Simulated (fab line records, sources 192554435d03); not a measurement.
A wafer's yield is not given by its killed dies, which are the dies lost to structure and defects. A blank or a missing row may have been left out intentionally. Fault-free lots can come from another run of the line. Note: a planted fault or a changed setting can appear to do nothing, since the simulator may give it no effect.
Matching of chambers	flow n5Finfet	N5_GATE_CUT_ALD_22 on aldSin-04: 4 sister chambers
The step deposits SiNx, target thk 16 nm, pulse time 1 s, ald cycles 320. 4 wafers are shown with their chamber, then 7 later ones without.

## WAFERS PAIRED WITH THEIR CHAMBERS
wafer	chamber	heaterPowerW (W)
L088.3	3	689
L088.5	2	900
L091.1	0	813
L091.2	1	934

## WAFERS MISSING THEIR CHAMBER
wafer	heaterPowerW (W)
L091.3	851
L091.4	685
L091.5	819
L091.6	681
L095.1	812
L095.3	878
L095.5	930

## EACH ONE'S CHAMBER
wafer	from the rows above	in truth
L091.3	can't be placed: 0 or 2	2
L091.4	3	3
L091.5	0	0
L091.6	3	3
L095.1	0	0
L095.3	can't be placed: 2 or 1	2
L095.5	can't be placed: 1 or 2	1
Correct placement for 4 of the 7. These rows do not allow placing 3 (true chamber among the candidates in 3). Placed wrongly: 0.
How it was worked out, from the rows above alone: a wafer's distance from a chamber is the root of the sum, over the readings, of the square of ((its reading less the chamber's mean) divided by the reading's scatter). The wafer belongs to the nearest chamber; if the next one is less than 2 further off, it can't be placed. Each chamber's mean is taken over the wafers shown for it. The scatter: root of mean squared gap, hidden wafer to nearest shown wafer, with one shown wafer a chamber.
